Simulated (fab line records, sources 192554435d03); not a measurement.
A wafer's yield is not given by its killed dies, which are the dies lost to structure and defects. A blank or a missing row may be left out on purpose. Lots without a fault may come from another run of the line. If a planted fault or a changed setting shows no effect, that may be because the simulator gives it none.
Split-lot trial -- flow n5 finfet -- 7 lots, 39 wafers read, on a route of 1938 steps

ABOUT THE SPLIT
At N5_SD_EPI_N_DESCUM_14 (chemistry O2, time 7.9 s), the setting time s was moved away from the recipe's 7.9 s on 18 of the 39 wafers read, by -41.6% to +23.6%. This setting was run at the recipe's value on the other wafers.

There is no step in the file separating the split from the reading.

THE READING
CAR-ArF-block_of_SD_EPI_N_COAT_03.thk nm (the simulator's own value, which no gauge read), in nm, at N5_SD_EPI_N_ETCH_34 (etches SiARC in CF4, target depth 45.5 nm, time 75.8 s). The file gives no usual value for it. Average 110.9 nm, standard deviation 0.28 nm, over the 21 wafers here run with the recipe.

wafer,"tool, chamber at the split","time s as run, s",against the recipe,"CAR-ArF-block_of_SD_EPI_N_COAT_03.thk nm, nm",against lot-mates on the recipe
L079.1,"rie diel-03, 1,0,2",7.9,recipe,110.8,-
L079.2,"rie diel-03, 1,0,2",7.9,recipe,110.8,-
L079.4,"rie diel-03, 1,0,2",7.9,recipe,110.8,-
L079.3,"rie diel-03, 3,0",6.416,-18.8%,111.2,+0.4
L079.6,"rie diel-03, 3,0",6.416,-18.8%,111.2,+0.4
L079.5,"rie diel-03, 1",6.416,-18.8%,112,+1.2
L082.1,"rie diel-05, 1,3",4.614,-41.6%,112.8,+1.9
L082.2,"rie diel-05, 1,3",4.614,-41.6%,112.8,+1.9
L082.3,"rie diel-05, 2",7.9,recipe,110.8,-
L082.4,"rie diel-05, 0",7.9,recipe,111.2,-
L082.5,"rie diel-05, 2",7.9,recipe,110.6,-
L082.6,"rie diel-05, 1",4.614,-41.6%,113,+2.1
L083.1,"rie diel-05, 3",9.673,+22.4%,109.8,-0.9
L083.2,"rie diel-05, 2",9.673,+22.4%,109.6,-1.1
L083.3,"rie diel-05, 0",7.9,recipe,110.6,-
L083.4,"rie diel-05, 1",9.673,+22.4%,109.2,-1.5
L083.5,"rie diel-05, 2",7.9,recipe,111,-
L083.6,"rie diel-05, 1",7.9,recipe,110.4,-
L084.1,"rie diel-04, 0,2,2",5.693,-27.9%,112.6,+1.5
L084.3,"rie diel-04, 0,2,2",5.693,-27.9%,112.6,+1.5
L084.2,"rie diel-04, 1,3",7.9,recipe,111.2,-
L084.4,"rie diel-04, 3",7.9,recipe,111,-
L084.5,"rie diel-04, 1,3",7.9,recipe,111,-
L084.6,"rie diel-04, 0,2,2",5.693,-27.9%,112.4,+1.3
L092.1,"rie diel-03, 2,1,3",6.181,-21.8%,112.4,+1.3
L092.3,"rie diel-03, 2,1,3",6.181,-21.8%,112.4,+1.3
L092.2,"rie diel-03, 2,1,3",6.181,-21.8%,112.6,+1.5
L092.4,"rie diel-03, 0,3",7.9,recipe,111,-
L092.6,"rie diel-03, 0,3",7.9,recipe,111,-
L092.5,"rie diel-03, 0",7.9,recipe,111.4,-
L096.2,"rie diel-05, 1",7.9,recipe,111,-
L096.6,"rie diel-05, 0",7.9,recipe,111,-
L096.3,"rie diel-05, 0",7.9,recipe,111.4,-
L097.1,"rie diel-04, 1,2",9.762,+23.6%,109.6,-0.9
L097.2,"rie diel-04, 1,2",9.762,+23.6%,109.6,-0.9
L097.3,"rie diel-04, 3,0",7.9,recipe,110.6,-
L097.4,"rie diel-04, 3,0",7.9,recipe,110.6,-
L097.5,"rie diel-04, 1",9.762,+23.6%,109.4,-1.1
L097.6,"rie diel-04, 2",7.9,recipe,110.4,-
The file does not say which wafer passed through which chamber wherever a row lists several chambers: such a row stands for several wafers.

THE FIT
A straight line over all 39 wafers: CAR-ArF-block_of_SD_EPI_N_COAT_03.thk nm changes by -0.0541 nm for each +1% of time s; r = -0.95; the points scatter about the line by 0.32 nm.
The same after taking each lot's own level away (the mean of its wafers on the recipe; 39 wafers): -0.0486 nm for each +1%; r = -0.97; scatter 0.22 nm.
That fit puts the effect of the largest move of time s on the reading at 2 nm.
Across the lots, their own levels run from 110.53 to 111.13 nm, a range of 2.1 times the standard deviation given above.
So the slope is not independent of the lot-to-lot level: the two fits are not the same.
Check: for one of the wafers moved furthest among these (-41.6%), held out of the fit, the line's prediction against its lot-mates is +2.05 nm. It came out at +1.93 nm against them.

THE WHOLE CHAIN: every reading that the file lists as answering this split, in the file's order
step,what it does,reading,change (the file's fit),r (the file's)
N5_SD_EPI_N_DESCUM_14,"chemistry O2, time 7.9 s","CAR-ArF-block_of_SD_EPI_N_COAT_03.thk nm (the simulator's own value, which no gauge read)",-0.047 nm for each +1% of the setting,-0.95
N5_SD_EPI_N_ETCH_34,"etches SiARC in CF4, target depth 45.5 nm, time 75.8 s","CAR-ArF-block_of_SD_EPI_N_COAT_03.thk nm (the simulator's own value, which no gauge read)",-0.0488 nm for each +1% of the setting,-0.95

THE FILE'S OWN FIT
CAR-ArF-block_of_SD_EPI_N_COAT_03.thk nm changes by -0.0488 nm for each +1% of time s, r = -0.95.
